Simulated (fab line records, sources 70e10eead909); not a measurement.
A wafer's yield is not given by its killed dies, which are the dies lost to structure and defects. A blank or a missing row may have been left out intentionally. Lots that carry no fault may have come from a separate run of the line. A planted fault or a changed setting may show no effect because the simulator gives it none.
Which tool is to blame? + flow nand harc + 36 wafers from 12 lots sampled at 5 of the route's 1159 steps

WHAT THE GAUGES SHOWED, per wafer
NHARC_END_SORT_01.
| lot  | measured     | on        | killed at array | killed at other | killed at periphery | killed dies | killed open | killed short |
|------|--------------|-----------|-----------------|-----------------|---------------------|-------------|-------------|--------------|
| L790 | day 20 22:08 | prober-02 | 50 36 28        | 3 1 2           | 5 3 647             | 58 40 677   | 7 4 1       | 1 0 3        |
| L791 | day 21 18:38 | prober-02 | 29 23 23        | 1 1 0           | 647 3 654           | 677 27 677  | 4 2 4       | 3 1 1        |

TOOL THAT RAN EACH LOT (tool first, then ch and the chambers of the sampled wafers, then the start)
| lot  | NHARC_P_STI_HDPCVD_20         | NHARC_A_BONDPAD_PVD_27                  | NHARC_A_BONDPAD_ANNEAL_28        | NHARC_THIN_TSV_DEGAS_49      |
|------|-------------------------------|-----------------------------------------|----------------------------------|------------------------------|
| L782 | hdpcvd-01 ch 0,1, day 3 01:40 | pvd sputter-01, day 18 04:04 or earlier | rtp anneal-02 ch 0, day 18 04:04 | pvd sputter-01, day 18 22:38 |
| L781 | hdpcvd-01 ch 0,1, day 3 02:09 | pvd sputter-01, day 17 22:54 or earlier | rtp anneal-01 ch 0, day 17 22:54 | pvd sputter-03, day 18 16:26 |
| L783 | hdpcvd-01 ch 1, day 3 14:17   | pvd sputter-02, day 18 15:29 or earlier | rtp anneal-02 ch 0, day 18 15:29 | pvd sputter-03, day 19 10:25 |
| L784 | hdpcvd-01 ch 0,1, day 3 14:46 | pvd sputter-01, day 18 10:52 or earlier | rtp anneal-02 ch 0, day 18 10:52 | pvd sputter-02, day 19 04:58 |
| L785 | hdpcvd-01 ch 1, day 4 01:19   | pvd sputter-03, day 18 15:07 or earlier | rtp anneal-02 ch 0, day 18 15:07 | pvd sputter-02, day 19 06:10 |
| L786 | hdpcvd-01 ch 0,1, day 4 01:43 | pvd sputter-01, day 18 11:28 or earlier | rtp anneal-01 ch 0, day 18 11:28 | pvd sputter-03, day 19 03:57 |
| L787 | hdpcvd-01 ch 0,1, day 4 12:24 | pvd sputter-03, day 19 14:53 or earlier | rtp anneal-01 ch 0, day 19 14:53 | pvd sputter-01, day 20 07:25 |
| L790 | hdpcvd-01 ch 0,1, day 5 02:52 | pvd sputter-03, day 19 18:56 or earlier | rtp anneal-02 ch 0, day 19 18:56 | pvd sputter-01, day 20 08:52 |
| L791 | hdpcvd-01 ch 0,1, day 5 10:52 | pvd sputter-01, day 20 12:58 or earlier | rtp anneal-01 ch 0, day 20 12:58 | pvd sputter-03, day 21 05:19 |
| L802 | hdpcvd-01 ch 0,1, day 8 05:25 | pvd sputter-03, day 23 09:02 or earlier | rtp anneal-02 ch 0, day 23 09:02 | pvd sputter-02, day 24 03:45 |
| L803 | hdpcvd-01 ch 0,1, day 8 06:08 | pvd sputter-02, day 23 07:58 or earlier | rtp anneal-01 ch 0, day 23 07:58 | pvd sputter-03, day 23 21:53 |
| L804 | hdpcvd-01 ch 0,1, day 8 17:19 | pvd sputter-02, day 23 20:39 or earlier | rtp anneal-02 ch 0, day 23 20:39 | pvd sputter-02, day 24 13:16 |
- NHARC_P_STI_HDPCVD_20: deposits SiO2.
- NHARC_A_BONDPAD_PVD_27: deposits Cu, target thk 30 nm, time 20.49 s.
- NHARC_A_BONDPAD_ANNEAL_28: time 90 s.
- NHARC_THIN_TSV_DEGAS_49: time 120 s.

WHAT THE TOOLS THEMSELVES READ (means of the sampled wafers that have a number; where no wafer has one, the mark that the record gives instead)
NHARC_A_BONDPAD_PVD_27.
| lot  | tool           | substrate temp c (C) | throttle valve pct (%) |
|------|----------------|----------------------|------------------------|
| L782 | pvd sputter-01 | 30.13                | 30.0                   |
| L781 | pvd sputter-01 | 29.94                | 30.8                   |
| L783 | pvd sputter-02 | 30.10                | 29.7                   |
| L784 | pvd sputter-01 | 30.08                | 30.1                   |
| L785 | pvd sputter-03 | 29.91                | 30.1                   |
| L786 | pvd sputter-01 | 29.99                | 31.0                   |
| L787 | pvd sputter-03 | 29.94                | 30.2                   |
| L790 | pvd sputter-03 | 30.06                | 30.6                   |
| L791 | pvd sputter-01 | 30.01                | 30.0                   |
| L802 | pvd sputter-03 | 30.00                | 30.3                   |
| L803 | pvd sputter-02 | 29.90                | 30.0                   |
| L804 | pvd sputter-02 | 30.03                | 30.4                   |

NHARC_A_BONDPAD_ANNEAL_28.
| lot  | tool          | wafer_temp_C_max |
|------|---------------|------------------|
| L782 | rtp anneal-02 | 226.2            |
| L781 | rtp anneal-01 | 225.9            |
| L783 | rtp anneal-02 | 226.5            |
| L784 | rtp anneal-02 | 226.6            |
| L785 | rtp anneal-02 | 226.6            |
| L786 | rtp anneal-01 | 226.0            |
| L787 | rtp anneal-01 | 226.2            |
| L790 | rtp anneal-02 | 226.2            |
| L791 | rtp anneal-01 | 226.1            |
| L802 | rtp anneal-02 | 226.5            |
| L803 | rtp anneal-01 | 226.1            |
| L804 | rtp anneal-02 | 226.3            |

NHARC_THIN_TSV_DEGAS_49.
| lot  | tool           | heater power w (W) |
|------|----------------|--------------------|
| L782 | pvd sputter-01 | 449                |
| L781 | pvd sputter-03 | 462                |
| L783 | pvd sputter-03 | 491                |
| L784 | pvd sputter-02 | 398                |
| L785 | pvd sputter-02 | 427                |
| L786 | pvd sputter-03 | 488                |
| L787 | pvd sputter-01 | 467                |
| L790 | pvd sputter-01 | 446                |
| L791 | pvd sputter-03 | 487                |
| L802 | pvd sputter-02 | 415                |
| L803 | pvd sputter-03 | 469                |
| L804 | pvd sputter-02 | 424                |

THE ANSWER, worked out from the rows above alone
Rule: what is usual is taken from the lots themselves. The widest of any qualifying gaps counts: lots, ordered by their means at a reading, are off when they make up no more than a third of the lots, leave a main group of 4 or more, and stand apart from it by 3 or more times the standard deviation of that group's means. The tables above print the reading to a certain number of digits; a main group whose means all agree to those digits is not used. A lot without any number at a reading at which 4 lots or more have one is off too. All remaining lots with rows at the step are treated as sound. The gauges are gone through in route order, then the tools' own readings, and for those a lot's mean is taken as printed above. The first step at which some lot is off is used, and at that step the reading that is off furthest; a lot without a number counts as furthest.
Nothing can be told from this: no lot is off at any reading shown.

WHAT HAD BEEN PUT IN BY THE SIMULATOR
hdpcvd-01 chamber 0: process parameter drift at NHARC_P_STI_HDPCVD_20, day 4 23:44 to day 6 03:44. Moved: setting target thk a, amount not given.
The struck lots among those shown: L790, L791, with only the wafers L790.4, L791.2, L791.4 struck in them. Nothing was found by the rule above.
